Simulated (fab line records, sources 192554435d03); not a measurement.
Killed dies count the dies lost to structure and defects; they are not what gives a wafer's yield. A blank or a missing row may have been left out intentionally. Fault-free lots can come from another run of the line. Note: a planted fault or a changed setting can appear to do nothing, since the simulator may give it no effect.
fab line records	flow n5Finfet
record: lots: 24	wafers: 72	lastDay: 18
route steps=1938 shown BEOL_M5@1180 BEOL_M6@1196
lots that met no fault: taken from a fault-free run of the same line
startH: hours from the record's first day to the start of the lot's first wafer shown	waitH: hours from the lot's prior step to this one	" as in the row above	L1.1+2: one row covering several wafers at once	- no value, or no start given	* or withheld: withheld	< > ~ a bound
route shown NAME@n: names a module that has steps shown in the file, with the first one's number in the route	usual: mean/standard deviation of fault-free wafers	same: alike in all rows	chamber/n: place in a boat	sites: each site's reading	_std_site: the values' standard deviation	_edge_site: mean of outer sites minus mean of inner sites	radiusMm: for every site, how far away it sits from the centre of the wafer	mask NAME#n: copy n	behind: the last tool/chamber to shape the wafer	hold: reason for holding the lot/hours on hold/outcome of the hold	device: the transistor (n, p or np) that didn't switch	end of line: the tests these same wafers got at the end of their route	step lacking rows: just its recipe	killed: count of dies lost to structure and defects at first sort (not the wafer's yield)	map: a wafer's dies, marking killed ones x, the rest . and places with no die _
set.NAME: the setting the step ran with; set.NAME@STEP: the setting that earlier step ran with	model.NAME: the simulator's own value behind a step, which no gauge read
the route's steps for a sample of lots (tables are steps, rows are wafers)
services: a tool's chamber out of use, with start hour (startH, from the record's first day; less than 0 if before it), hours out, and reason
== steps ==
step: N5_BEOL_M5_ANNEAL_84
recipe: tempC: 400	timeS: 1800	ambient: vacuum
usual: heaterPowerW: 826/54	susceptor_temp_C_max: 400.9/0.39
lot.wafer	tool	chamber	startH	waitH	heaterPowerW	susceptor_temp_C_max
L074.2	pvdSputter-01	-	193.73	0.0	758	400.9
L074.5	"	-	"	"	792	400.8
L074.6	"	-	"	"	895	400.3
L076.3	pvdSputter-01	-	200.05	0.0	790	400.6
L076.5	"	-	"	"	788	400.6
L076.6	"	-	"	"	889	400.9
L077.1	pvdSputter-03	-	200.88	0.0	937	400.9
L077.3	"	-	"	"	753	400.9
L077.6	"	-	"	"	766	400.7
L075.1	pvdSputter-02	-	202.65	0.0	847	401.1
L075.2	"	-	"	"	933	401.3
L075.6	"	-	"	"	923	401.0
L079.1	pvdSputter-03	-	207.62	0.0	765	400.9
L079.4	"	-	"	"	796	400.8
L079.5	"	-	"	"	956	401.7
L080.3	pvdSputter-02	-	210.12	0.0	837	401.2
L080.4	"	-	"	"	825	400.8
L080.5	"	-	"	"	830	401.0
L078.1	pvdSputter-01	-	210.14	0.0	773	401.3
L078.2	"	-	"	"	792	401.0
L078.6	"	-	"	"	828	400.5
L081.1	pvdSputter-01	-	233.14	0.0	790	400.9
L081.2	"	-	"	"	877	400.8
L081.5	"	-	"	"	783	400.8
L083.2	pvdSputter-01	-	238.86	0.0	807	400.5
L083.4	"	-	"	"	772	400.3
L083.6	"	-	"	"	864	400.2
L084.1	pvdSputter-02	-	238.98	0.0	903	400.6
L084.3	"	-	"	"	842	401.3
L084.5	"	-	"	"	830	401.0
L082.2	pvdSputter-03	-	241.26	0.0	939	400.9
L082.5	"	-	"	"	774	401.6
L082.6	"	-	"	"	747	400.8
L086.3	pvdSputter-03	-	266.56	0.0	776	401.6
L086.5	"	-	"	"	756	400.4
L086.6	"	-	"	"	769	401.9
L088.2	pvdSputter-02	-	266.93	0.0	831	400.3
L088.3	"	-	"	"	843	401.4
L088.6	"	-	"	"	823	400.9
L087.2	pvdSputter-01	-	268.17	0.0	775	400.8
L087.4	"	-	"	"	885	401.3
L087.5	"	-	"	"	796	401.1
L085.3	pvdSputter-02	-	271.76	0.0	837	401.0
L085.4	"	-	"	"	849	400.5
L085.5	"	-	"	"	802	400.9
L090.1	pvdSputter-01	-	273.43	0.0	793	401.3
L090.2	"	-	"	"	847	400.9
L090.3	"	-	"	"	853	400.3
L089.1	pvdSputter-03	-	275.80	0.0	758	401.7
L089.3	"	-	"	"	724	400.8
L089.4	"	-	"	"	919	401.2
L092.2	pvdSputter-01	-	283.00	0.0	815	400.5
L092.4	"	-	"	"	883	400.7
L092.5	"	-	"	"	791	401.0
L091.2	pvdSputter-01	-	290.20	0.0	827	401.0
L091.4	"	-	"	"	865	400.8
L091.6	"	-	"	"	790	400.7
L095.4	pvdSputter-02	-	307.08	0.0	929	401.9
L095.5	"	-	"	"	804	400.9
L095.6	"	-	"	"	943	401.7
L093.2	pvdSputter-01	-	307.31	0.0	823	401.2
L093.3	"	-	"	"	874	400.9
L093.4	"	-	"	"	788	400.3
L094.3	pvdSputter-03	-	307.81	0.0	805	401.0
L094.4	"	-	"	"	720	400.6
L094.6	"	-	"	"	747	400.8
L096.2	pvdSputter-01	-	318.31	0.0	784	400.5
L096.3	"	-	"	"	810	400.5
L096.5	"	-	"	"	780	400.7
L097.1	pvdSputter-02	-	340.81	0.0	828	400.9
L097.4	"	-	"	"	928	401.5
L097.5	"	-	"	"	860	401.8
step: N5_BEOL_M5_DEP_56
recipe: material: SiCN	targetThkA: 80	tempC: withheld	precursor: 3MS/NH3	pressureTorr: 3	rfW: 202	timeS: 14
usual: showerheadPlenumPTorr: 3.661/0.011	throttleValvePct: 9.2/0.55
lot.wafer	tool	chamber	startH	waitH	showerheadPlenumPTorr	throttleValvePct
L074.2	pecvd-04	0	196.86	0.0	3.677	9.0
L074.5	"	1	"	"	3.641	8.7
L074.6	"	0	"	"	3.681	8.8
L076.3	pecvd-02	0	203.14	0.0	3.666	9.7
L076.5	"	1	"	"	3.651	8.7
L076.6	"	2	"	"	3.654	9.3
L077.1	pecvd-01	1	203.96	0.0	3.656	10.2
L077.3	"	0	"	"	3.667	9.2
L077.6	"	1	"	"	3.661	10.1
L075.1	pecvd-02	0	205.89	0.0	3.669	9.8
L075.2	"	2	"	"	3.667	9.2
L075.6	"	2	"	"	3.653	9.3
L079.1	pecvd-01	1	212.46	0.0	3.667	10.2
L079.4	"	1	"	"	3.663	10.0
L079.5	"	0	"	"	3.671	8.7
L080.3	pecvd-01	1	213.20	0.0	3.664	10.2
L080.4	"	0	"	"	3.674	8.8
L080.5	"	1	"	"	3.668	10.4
L078.1	pecvd-02	0	213.32	0.0	3.678	9.7
L078.2	"	1	"	"	3.652	9.1
L078.6	"	0	"	"	3.685	9.9
L081.1	pecvd-02	0	236.46	0.0	3.666	10.0
L081.2	"	2	"	"	3.658	9.1
L081.5	"	2	"	"	3.650	9.4
L083.2	pecvd-04	0	241.96	0.0	3.679	8.8
L083.4	"	2	"	"	3.650	8.4
L083.6	"	0	"	"	3.683	9.0
L084.1	pecvd-01	2	242.21	0.0	3.647	8.6
L084.3	"	1	"	"	3.664	10.0
L084.5	"	2	"	"	3.660	8.8
L082.2	pecvd-01	2	244.40	0.0	3.647	8.7
L082.5	"	1	"	"	3.669	10.2
L082.6	"	2	"	"	3.648	8.6
L086.3	pecvd-01	0	269.64	0.0	3.664	8.7
L086.5	"	2	"	"	3.662	8.9
L086.6	"	1	"	"	3.661	10.1
L088.2	pecvd-01	2	270.07	0.0	3.645	8.8
L088.3	"	1	"	"	3.664	10.1
L088.6	"	2	"	"	3.645	8.5
L087.2	pecvd-02	2	271.61	0.0	3.647	9.3
L087.4	"	0	"	"	3.680	9.7
L087.5	"	1	"	"	3.649	9.3
L085.3	pecvd-02	2	274.85	0.0	3.655	9.1
L085.4	"	0	"	"	3.674	9.6
L085.5	"	2	"	"	3.659	9.3
L090.1	pecvd-02	2	276.52	0.0	3.660	9.1
L090.2	"	1	"	"	3.647	9.1
L090.3	"	0	"	"	3.673	10.2
L089.1	pecvd-02	2	281.31	0.0	3.662	9.1
L089.3	"	0	"	"	3.665	9.8
L089.4	"	2	"	"	3.650	9.2
L092.2	pecvd-02	1	286.59	0.0	3.661	9.0
L092.4	"	1	"	"	3.650	9.1
L092.5	"	2	"	"	3.668	9.4
L091.2	pecvd-01	0	295.88	0.0	3.665	9.1
L091.4	"	2	"	"	3.642	8.7
L091.6	"	1	"	"	3.656	10.1
L095.4	pecvd-04	1	310.19	0.0	3.650	8.6
L095.5	"	0	"	"	3.686	9.1
L095.6	"	2	"	"	3.650	8.3
L093.2	pecvd-01	1	310.43	0.0	3.670	10.3
L093.3	"	2	"	"	3.643	8.9
L093.4	"	1	"	"	3.655	10.3
L094.3	pecvd-04	2	310.96	0.0	3.647	8.1
L094.4	"	1	"	"	3.660	8.6
L094.6	"	2	"	"	3.654	8.3
L096.2	pecvd-02	2	325.46	0.0	3.650	9.2
L096.3	"	2	"	"	3.656	9.3
L096.5	"	1	"	"	3.655	8.9
L097.1	pecvd-01	0	344.15	0.0	3.677	9.0
L097.4	"	0	"	"	3.667	8.9
L097.5	"	2	"	"	3.645	9.0
step: N5_BEOL_M6_THK_MEAS_01
recipe: reads: SiCOH_lowk_of_BEOL_M6_ILD_DEP_00
usual: M6_ILD_THK: 155.1/2.1
lot.wafer	tool	chamber	startH	waitH	M6_ILD_THK[nm]
L074.2	filmMetro-01	-	197.59	0.4	153.0
L074.5	"	-	"	"	155.4
L074.6	"	-	"	"	155.5
L076.3	filmMetro-02	-	204.27	0.3	153.5
L076.5	"	-	"	"	156.6
L076.6	"	-	"	"	156.1
L077.1	filmMetro-01	-	206.11	1.6	152.8
L077.3	"	-	"	"	156.0
L077.6	"	-	"	"	155.8
L075.1	filmMetro-01	-	207.60	0.4	153.6
L075.2	"	-	"	"	153.4
L075.6	"	-	"	"	155.3
L079.1	filmMetro-02	-	213.67	0.8	152.2
L079.4	"	-	"	"	160.6
L079.5	"	-	"	"	154.5
L080.3	filmMetro-02	-	213.91	0.3	154.3
L080.4	"	-	"	"	155.6
L080.5	"	-	"	"	156.0
L078.1	filmMetro-02	-	214.63	0.8	151.1
L078.2	"	-	"	"	153.6
L078.6	"	-	"	"	156.4
L081.1	filmMetro-01	-	237.18	0.4	152.8
L081.2	"	-	"	"	154.6
L081.5	"	-	"	"	154.6
L083.2	filmMetro-02	-	242.69	0.4	155.2
L083.4	"	-	"	"	153.5
L083.6	"	-	"	"	155.9
L084.1	filmMetro-02	-	242.92	0.4	152.6
L084.3	"	-	"	"	154.4
L084.5	"	-	"	"	156.6
L082.2	filmMetro-01	-	245.13	0.4	157.0
L082.5	"	-	"	"	155.4
L082.6	"	-	"	"	156.5
L086.3	filmMetro-01	-	270.35	0.3	155.2
L086.5	"	-	"	"	156.2
L086.6	"	-	"	"	156.8
L088.2	filmMetro-01	-	271.32	0.7	152.9
L088.3	"	-	"	"	153.6
L088.6	"	-	"	"	156.7
L087.2	filmMetro-02	-	272.31	0.4	158.0
L087.4	"	-	"	"	156.4
L087.5	"	-	"	"	162.1
L085.3	filmMetro-01	-	275.56	0.3	151.3
L085.4	"	-	"	"	156.1
L085.5	"	-	"	"	157.0
L090.1	filmMetro-01	-	277.22	0.4	153.0
L090.2	"	-	"	"	154.1
L090.3	"	-	"	"	153.9
L089.1	filmMetro-02	-	282.02	0.4	152.3
L089.3	"	-	"	"	153.0
L089.4	"	-	"	"	155.8
L092.2	filmMetro-01	-	287.30	0.4	156.3
L092.4	"	-	"	"	158.0
L092.5	"	-	"	"	160.4
L091.2	filmMetro-02	-	296.59	0.4	156.7
L091.4	"	-	"	"	157.5
L091.6	"	-	"	"	159.0
L095.4	filmMetro-01	-	310.89	0.2	154.3
L095.5	"	-	"	"	155.4
L095.6	"	-	"	"	154.7
L093.2	filmMetro-02	-	311.14	0.4	153.1
L093.3	"	-	"	"	152.6
L093.4	"	-	"	"	154.4
L094.3	filmMetro-02	-	311.67	0.3	152.9
L094.4	"	-	"	"	157.2
L094.6	"	-	"	"	157.0
L096.2	filmMetro-02	-	326.21	0.4	154.1
L096.3	"	-	"	"	158.0
L096.5	"	-	"	"	155.8
L097.1	filmMetro-02	-	344.85	0.4	152.2
L097.4	"	-	"	"	154.3
L097.5	"	-	"	"	156.9
step: N5_BEOL_M6_CD_MEAS_11
recipe: targetCdNm: 38.5	landingEnergyEv: 500	detector: seInlens	polarity: opening
usual: cdNm: 38.5/0.49
lot.wafer	tool	chamber	startH	waitH	cdNm
L074.2	cdSem-03	0	198.15	-	37.9
L074.5	"	0	"	"	38.4
L074.6	"	0	"	"	38.7
L076.3	cdSem-03	0	205.22	-	38.4
L076.5	"	0	"	"	38.3
L076.6	"	0	"	"	39.0
L077.1	cdSem-01	0	207.87	-	38.8
L077.3	"	0	"	"	39.2
L077.6	"	0	"	"	39.4
L075.1	cdSem-01	0	208.21	-	38.1
L075.2	"	0	"	"	39.0
L075.6	"	0	"	"	38.9
L079.1	cdSem-02	0	215.49	-	38.8
L079.4	"	0	"	"	39.0
L079.5	"	0	"	"	39.6
L080.3	cdSem-03	0	215.66	-	39.3
L080.4	"	0	"	"	38.2
L080.5	"	0	"	"	37.9
L078.1	cdSem-02	0	215.83	-	39.4
L078.2	"	0	"	"	39.0
L078.6	"	0	"	"	39.4
L081.1	cdSem-03	0	241.75	-	38.5
L081.2	"	0	"	"	38.3
L081.5	"	0	"	"	37.9
L083.2	cdSem-03	0	244.11	-	38.7
L083.4	"	0	"	"	38.2
L083.6	"	0	"	"	39.2
L084.1	cdSem-03	0	244.28	-	38.8
L084.3	"	0	"	"	38.1
L084.5	"	0	"	"	37.8
L082.2	cdSem-02	0	247.31	-	38.4
L082.5	"	0	"	"	38.7
L082.6	"	0	"	"	38.4
L086.3	cdSem-02	0	271.22	-	39.3
L086.5	"	0	"	"	37.9
L086.6	"	0	"	"	38.9
L088.2	cdSem-02	0	274.30	-	38.2
L088.3	"	0	"	"	38.5
L088.6	"	0	"	"	38.0
L087.2	cdSem-02	0	274.69	-	37.9
L087.4	"	0	"	"	39.1
L087.5	"	0	"	"	38.5
L085.3	cdSem-02	0	276.52	-	38.7
L085.4	"	0	"	"	38.8
L085.5	"	0	"	"	38.8
L090.1	cdSem-03	0	277.78	-	38.5
L090.2	"	0	"	"	37.8
L090.3	"	0	"	"	38.3
L089.1	cdSem-01	0	283.71	-	39.2
L089.3	"	0	"	"	38.8
L089.4	"	0	"	"	38.1
L092.2	cdSem-03	0	288.14	-	39.2
L092.4	"	0	"	"	38.9
L092.5	"	0	"	"	38.1
L091.2	cdSem-03	0	297.57	-	38.0
L091.4	"	0	"	"	37.9
L091.6	"	0	"	"	37.6
L095.4	cdSem-02	0	312.72	-	38.1
L095.5	"	0	"	"	38.0
L095.6	"	0	"	"	38.3
L093.2	cdSem-01	0	313.00	-	38.7
L093.3	"	0	"	"	39.1
L093.4	"	0	"	"	38.7
L094.3	cdSem-03	0	313.86	-	39.2
L094.4	"	0	"	"	38.6
L094.6	"	0	"	"	38.3
L096.2	cdSem-03	0	328.43	-	38.1
L096.3	"	0	"	"	38.3
L096.5	"	0	"	"	38.7
L097.1	cdSem-02	0	348.68	-	38.2
L097.4	"	0	"	"	37.9
L097.5	"	0	"	"	39.3
step: N5_BEOL_M6_INSPECT_13
recipe: mode: adi	inspectInstrument: brightfield
usual: rawDefectCount: 443/120
lot.wafer	tool	chamber	startH	waitH	rawDefectCount
L074.2	defectInspect-01	-	198.20	0.0	312
L074.5	"	-	"	"	410
L074.6	"	-	"	"	539
L076.3	defectInspect-01	-	205.27	0.0	372
L076.5	"	-	"	"	452
L076.6	"	-	"	"	419
L077.1	defectInspect-02	-	207.93	0.0	379
L077.3	"	-	"	"	444
L077.6	"	-	"	"	414
L075.1	defectInspect-02	-	208.26	0.0	344
L075.2	"	-	"	"	311
L075.6	"	-	"	"	329
L079.1	defectInspect-02	-	215.54	0.0	407
L079.4	"	-	"	"	424
L079.5	"	-	"	"	488
L080.3	defectInspect-01	-	215.71	0.0	360
L080.4	"	-	"	"	368
L080.5	"	-	"	"	304
L078.1	defectInspect-02	-	215.89	0.0	333
L078.2	"	-	"	"	392
L078.6	"	-	"	"	481
L081.1	defectInspect-01	-	241.81	0.0	392
L081.2	"	-	"	"	380
L081.5	"	-	"	"	307
L083.2	defectInspect-02	-	244.17	0.0	467
L083.4	"	-	"	"	584
L083.6	"	-	"	"	509
L084.1	defectInspect-01	-	244.33	0.0	356
L084.3	"	-	"	"	505
L084.5	"	-	"	"	582
L082.2	defectInspect-02	-	247.36	0.0	448
L082.5	"	-	"	"	905
L082.6	"	-	"	"	531
L086.3	defectInspect-01	-	271.27	0.0	367
L086.5	"	-	"	"	377
L086.6	"	-	"	"	373
L088.2	defectInspect-02	-	274.36	0.0	689
L088.3	"	-	"	"	601
L088.6	"	-	"	"	458
L087.2	defectInspect-02	-	274.74	0.0	478
L087.4	"	-	"	"	506
L087.5	"	-	"	"	549
L085.3	defectInspect-01	-	276.58	0.0	445
L085.4	"	-	"	"	412
L085.5	"	-	"	"	515
L090.1	defectInspect-02	-	277.84	0.0	438
L090.2	"	-	"	"	459
L090.3	"	-	"	"	446
L089.1	defectInspect-01	-	283.76	0.0	516
L089.3	"	-	"	"	376
L089.4	"	-	"	"	711
L092.2	defectInspect-02	-	288.19	0.0	387
L092.4	"	-	"	"	301
L092.5	"	-	"	"	298
L091.2	defectInspect-01	-	297.62	0.0	435
L091.4	"	-	"	"	489
L091.6	"	-	"	"	409
L095.4	defectInspect-01	-	312.77	0.0	321
L095.5	"	-	"	"	272
L095.6	"	-	"	"	320
L093.2	defectInspect-02	-	313.05	0.0	410
L093.3	"	-	"	"	594
L093.4	"	-	"	"	727
L094.3	defectInspect-01	-	313.91	0.0	455
L094.4	"	-	"	"	434
L094.6	"	-	"	"	266
L096.2	defectInspect-01	-	328.51	0.0	306
L096.3	"	-	"	"	314
L096.5	"	-	"	"	282
L097.1	defectInspect-02	-	348.74	0.0	349
L097.4	"	-	"	"	406
L097.5	"	-	"	"	340
step: N5_BEOL_M6_OCD_MEAS_38
usual: trenchDepthNm: 93.8/2.2
lot.wafer	tool	chamber	startH	waitH	trenchDepthNm
L074.2	ocd-01	-	202.97	-	93.5
L074.5	"	-	"	"	95.6
L074.6	"	-	"	"	93.9
L077.1	ocd-02	-	212.24	-	92.1
L077.3	"	-	"	"	89.8
L077.6	"	-	"	"	93.6
L076.3	ocd-02	-	212.89	-	94.4
L076.5	"	-	"	"	92.5
L076.6	"	-	"	"	89.4
L075.1	ocd-02	-	213.52	-	93.0
L075.2	"	-	"	"	97.0
L075.6	"	-	"	"	93.4
L079.1	ocd-02	-	219.38	-	92.3
L079.4	"	-	"	"	93.0
L079.5	"	-	"	"	92.4
L080.3	ocd-01	-	219.38	-	89.5
L080.4	"	-	"	"	94.1
L080.5	"	-	"	"	93.3
L078.1	ocd-02	-	219.97	-	93.3
L078.2	"	-	"	"	96.1
L078.6	"	-	"	"	93.1
L081.1	ocd-01	-	243.16	-	96.6
L081.2	"	-	"	"	92.3
L081.5	"	-	"	"	93.2
L083.2	ocd-02	-	247.02	-	90.4
L083.4	"	-	"	"	90.2
L083.6	"	-	"	"	97.6
L084.1	ocd-01	-	247.06	-	92.5
L084.3	"	-	"	"	93.8
L084.5	"	-	"	"	92.2
L082.2	ocd-01	-	248.93	-	93.4
L082.5	"	-	"	"	93.5
L082.6	"	-	"	"	91.6
L086.3	ocd-02	-	274.18	-	92.6
L086.5	"	-	"	"	95.3
L086.6	"	-	"	"	95.5
L088.2	ocd-01	-	275.96	-	91.3
L088.3	"	-	"	"	92.4
L088.6	"	-	"	"	91.6
L087.2	ocd-01	-	278.08	-	94.9
L087.4	"	-	"	"	93.3
L087.5	"	-	"	"	94.8
L085.3	ocd-01	-	280.08	-	95.0
L085.4	"	-	"	"	90.5
L085.5	"	-	"	"	91.1
L090.1	ocd-01	-	280.65	-	93.0
L090.2	"	-	"	"	92.3
L090.3	"	-	"	"	96.4
L089.1	ocd-02	-	288.52	-	93.5
L089.3	"	-	"	"	92.1
L089.4	"	-	"	"	94.6
L092.2	ocd-01	-	290.40	-	99.6
L092.4	"	-	"	"	94.5
L092.5	"	-	"	"	92.9
L091.2	ocd-02	-	299.24	-	94.2
L091.4	"	-	"	"	94.2
L091.6	"	-	"	"	91.8
L095.4	ocd-01	-	314.84	-	93.2
L095.5	"	-	"	"	92.3
L095.6	"	-	"	"	94.8
L093.2	ocd-02	-	314.96	-	93.0
L093.3	"	-	"	"	95.5
L093.4	"	-	"	"	97.6
L094.3	ocd-01	-	315.86	-	98.0
L094.4	"	-	"	"	98.3
L094.6	"	-	"	"	96.0
L096.2	ocd-02	-	330.27	-	96.2
L096.3	"	-	"	"	97.7
L096.5	"	-	"	"	94.5
L097.1	ocd-01	-	351.98	-	93.2
L097.4	"	-	"	"	93.6
L097.5	"	-	"	"	93.0
== services ==
tool	chamber	startH	hours	kind
pecvd-04	2	178.58	5.0	scheduledDown
pecvd-04	2	183.58	-	clean
pecvd-04	2	183.58	-	consumableReplace:showerhead
pecvd-04	2	183.58	29.0	scheduledDown
pecvd-04	2	183.58	29.0	ventCycle
pecvd-02	-	192.70	1.1	repair
pecvd-01	0	214.42	5.7	repair
pecvd-02	0	223.39	11.9	repair
pecvd-04	0	237.60	2.1	scheduledDown
pecvd-02	-	246.63	2.5	repair
pecvd-04	2	294.41	2.1	scheduledDown
pecvd-02	1	315.25	3.4	repair
pecvd-02	0	324.58	5.0	scheduledDown
pecvd-02	-	328.67	1.5	repair
pecvd-04	-	343.24	1.7	repair
== key ==
fault none
